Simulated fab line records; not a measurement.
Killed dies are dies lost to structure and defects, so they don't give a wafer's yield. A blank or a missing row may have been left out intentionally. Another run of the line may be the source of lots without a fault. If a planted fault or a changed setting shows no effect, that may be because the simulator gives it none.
Chamber matching	flow n5Finfet	4 sister chambers for N5_BEOL_M0_SAQP_ETCH_84 on rieDiel-01
The step etches SOC in N2/H2, target depth 100 nm, overetch 20 nm, time 150 s. 14 wafers are shown with their chamber, then 7 later ones without.

WAFERS WITH THEIR CHAMBER
wafer	chamber	drypumpMotorCurrentA (A)	throttleValvePct (%)	n2FlowSccm (sccm)
L753.1	3	5.8	17.70	200.4
L753.3	1	5.8	18.29	199.7
L753.5	3	5.9	17.70	200.5
L756.2	0	6.3	18.05	200.8
L756.3	2	5.9	17.90	199.8
L756.4	3	5.8	17.70	200.1
L763.3	1	5.8	18.36	200.2
L763.4	1	5.8	18.33	199.7
L763.6	0	6.3	18.08	200.1
L771.2	2	5.8	17.49	199.7
L771.3	0	6.3	18.12	200.2
L771.6	1	5.8	17.83	200.0
L773.3	0	6.3	18.13	199.5
L773.5	1	5.8	17.83	198.4

SIGNATURES (averages over the wafers above)
reading	chamber 0	chamber 1	chamber 2	chamber 3	scatter within a chamber
drypumpMotorCurrentA	6.300	5.800	5.850	5.833	0.0342
throttleValvePct	18.0950	18.1280	17.6950	17.7000	0.197
n2FlowSccm	200.150	199.600	199.750	200.333	0.541
Rule: a wafer lies at a distance from a chamber equal to the root of the sum of squares, over the readings, of (its reading less the chamber's mean, divided by the reading's scatter). The wafer belongs to the nearest chamber; if the next one is less than 2 further off, it can't be placed. The scatter: the root of (the sum of the squares of (reading less its chamber's mean) over the shown wafers, divided by (wafers less chambers)).

WAFERS WHOSE CHAMBER IS MISSING
wafer	drypumpMotorCurrentA (A)	throttleValvePct (%)	n2FlowSccm (sccm)
L773.6	5.9	17.50	200.0
L774.2	6.4	18.12	200.0
L774.4	5.8	17.84	200.1
L774.5	5.8	17.48	200.7
L775.3	5.8	17.76	200.0
L775.4	5.8	17.85	200.9
L775.5	6.3	18.11	200.3

THE CHAMBER EACH PASSED THROUGH
wafer	from the rows above	in truth
L773.6	can't be placed: 2 or 3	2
L774.2	0	0
L774.4	can't be placed: 3 or 1 or 2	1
L774.5	can't be placed: 3 or 2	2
L775.3	can't be placed: 3 or 2 or 1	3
L775.4	can't be placed: 3 or 2 or 1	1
L775.5	0	0
Correctly placed: 2 of 7. Cannot be placed on the basis of these rows: 5; the candidates contain the true chamber in 5. Number placed wrongly: 0.
